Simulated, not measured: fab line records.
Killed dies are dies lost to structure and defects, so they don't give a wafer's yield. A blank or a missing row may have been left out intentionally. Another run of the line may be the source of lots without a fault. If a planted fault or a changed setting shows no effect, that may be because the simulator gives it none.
A struck lot beside a sound one | flow n5-finfet | 38 steps out of a route of 1938
Sound: these wafers, L121.1, L121.2, L121.5. Struck: wafers L132.1, L132.2, L132.5. The cause is named last.
Per side, at each step with rows, come the tool, then ch with its chambers, and then its first start. Under that, the readings that differ: sound wafers | struck wafers | difference of the means | sigmas: that difference in standard deviations of wafers without a fault.
alike: readings with means less than 2 such deviations apart, plus words and numbers identical on both sides. not compared: withheld readings, readings lacking a value on some wafer, bounds such as >300 that could conceal the same value, and numbers that have no deviation in the record and whose values overlap.
The two part at a step that has a row with sigmas, a row that says differs or no value, or rows on one side only. Numbers that have no deviation but don't overlap get no sigmas and don't part them. Lack of a reading on every wafer of one side parts them only where that side has two or more wafers.

first, 9 steps without rows for these wafers: N5_BEOL_M4_ANNEAL_95 (time 240 s); N5_BEOL_M4_SPUTTER_96 (material Cu, target thk 4.5 nm, time 8.29 s); N5_BEOL_M4_ECD_50 (material Cu, target thk 300 nm); N5_BEOL_M4_ANNEAL_51 (time 90 s); N5_BEOL_M4_CMP_52 (polishes, stops on SiOC, t overpolish 6.8 s, target thk 40 nm); N5_BEOL_M4_PRE_CLEAN_60 (time 15 s); N5_BEOL_M4_CO_CAP_55 (material Co, precursor CCTBA/H2, target thk 2 nm, time 102.1 s); N5_BEOL_M4_PRE_CLEAN_56 (time 15 s); N5_BEOL_M4_DEP_57 (deposits SiCN from 3MS/NH3, target thk 8 nm, time 14 s).
N5_BEOL_M4_RC_MEAS_101:
  sound on prober-02 ch 0, day 9 12:49; struck on prober-02 ch 0, day 12 06:56
  alike: DIBL_N, DIBL_P, IOFF_N, IOFF_P, ION_N, ION_P, SS_N, SS_P, VT_N, VT_P
then, 24 steps without rows for these wafers: N5_BEOL_M5_ILD_DEP_00 (deposits SiCOH lowk from DEMS/porogen, target thk 140.64 nm, time 25.9 s); N5_BEOL_M5_CURE_79 (cures SiCOH lowk, time 240 s); N5_BEOL_M5_PECVD_70 (deposits SiO2 from TEOS/O2, target thk 16 nm, time 18 s); N5_BEOL_M5_HM_DEP_02 (deposits TiN, target thk 20 nm); N5_BEOL_M5_COAT_59 (time 60 s, resist thk 60 nm); N5_BEOL_M5_COAT_60 (time 60 s, resist thk 12 nm); N5_BEOL_M5_COAT_71 (time 60 s, resist thk 5 nm); N5_BEOL_M5_COAT_05 (resist thk 30 nm); N5_BEOL_M5_EBR_07; N5_BEOL_M5_SOFTBAKE_06 (time 60 s); N5_BEOL_M5_EXPOSE_08 (exposes mask M5, target cd 28 nm); N5_BEOL_M5_PEB_09 (peb time 60 s); N5_BEOL_M5_DEVELOP_10 (develop time 30 s); N5_BEOL_M5_DESCUM_16 (chemistry O2, time 7 s); N5_BEOL_M5_ETCH_72 (etches underlayer in N2/H2, target depth 6.5 nm, time 5.2 s); N5_BEOL_M5_ETCH_61 (etches SiARC in CF4, target depth 15.6 nm, time 26 s); N5_BEOL_M5_ETCH_62 (etches SOC in N2/H2, target depth 75 nm, overetch 15 nm, time 112.5 s); N5_BEOL_M5_STRIP_63 (strips in N2/H2); N5_BEOL_M5_STRIP_73 (strips in N2/H2); N5_BEOL_M5_STRIP_64 (strips in CF4); N5_BEOL_M5_HM_OPEN_17 (chemistry Cl2/BCl3, target TiN, target depth 20 nm, overetch 6 nm); N5_BEOL_M5_STRIP_19 (strips in O2); N5_BEOL_M5_COAT_65 (time 60 s, resist thk 60 nm); N5_BEOL_M5_COAT_66 (time 60 s, resist thk 12 nm).
-- record jumps: 3 days separate the struck wafers' starts on either side; left off in module BEOL_M5, taken up again in module BEOL_M11, whose first shown step is the route's number 1578 --
N5_BEOL_M11_TRENCH_ETCH_37: etches SiCOH lowk in C4F6/O2, target depth 148.83 nm, time 48 s.
  sound on rie-diel-01 ch 0,2, day 11 21:53; struck on rie-diel-02 ch 0,3, day 15 01:00
  no value came back on the struck wafers for any of 8 readings (C4F6_flow_sccm (sccm), O2_flow_sccm (sccm) and others); on the sound wafers C4F6_flow_sccm (sccm) reads 10.02 9.98 9.96
  reading                                     | sound          | struck     | difference | sigmas
  model.TiN_of_BEOL_M11_HM_DEP_02.thk-nm (nm) | 15.6 15.8 16.2 | 20 19.8 20 | +4         |
  not compared: rf-hours-counter-h
N5_BEOL_M11_OCD_MEAS_38:
  struck on ocd-01, day 15 01:11; sound on ocd-01, day 11 22:05
  reading              | sound             | struck  | difference | sigmas
  trench-depth-nm (nm) | 149.2 147.7 147.2 | 0 0.2 0 | -148       | -51
N5_BEOL_M11_CMP_52: polishes, stops on SiCOH lowk, t overpolish 7 s, target thk 140 nm.
  sound on cmp-03 ch 0,2, day 12 01:35; struck on cmp-03 ch 0,2,3, day 15 06:17
  reading                                 | sound           | struck      | difference | sigmas
  model.Cu_of_BEOL_M11_ECD_50.thk-nm (nm) | 140.6 140.6 137 | 0.8 0.4 1.6 | -138.5     |
  alike: motor-current-A, platen-rpm
N5_PASSIVATION_PROBE_49:
  rows exist in the record for the struck wafers here (prober-01, day 17 03:41), but not for the sound ones

WHERE THEY PART
At N5_BEOL_M11_TRENCH_ETCH_37 first; at N5_PASSIVATION_PROBE_49 last (within this record only).

WHY: whatever the simulator had introduced
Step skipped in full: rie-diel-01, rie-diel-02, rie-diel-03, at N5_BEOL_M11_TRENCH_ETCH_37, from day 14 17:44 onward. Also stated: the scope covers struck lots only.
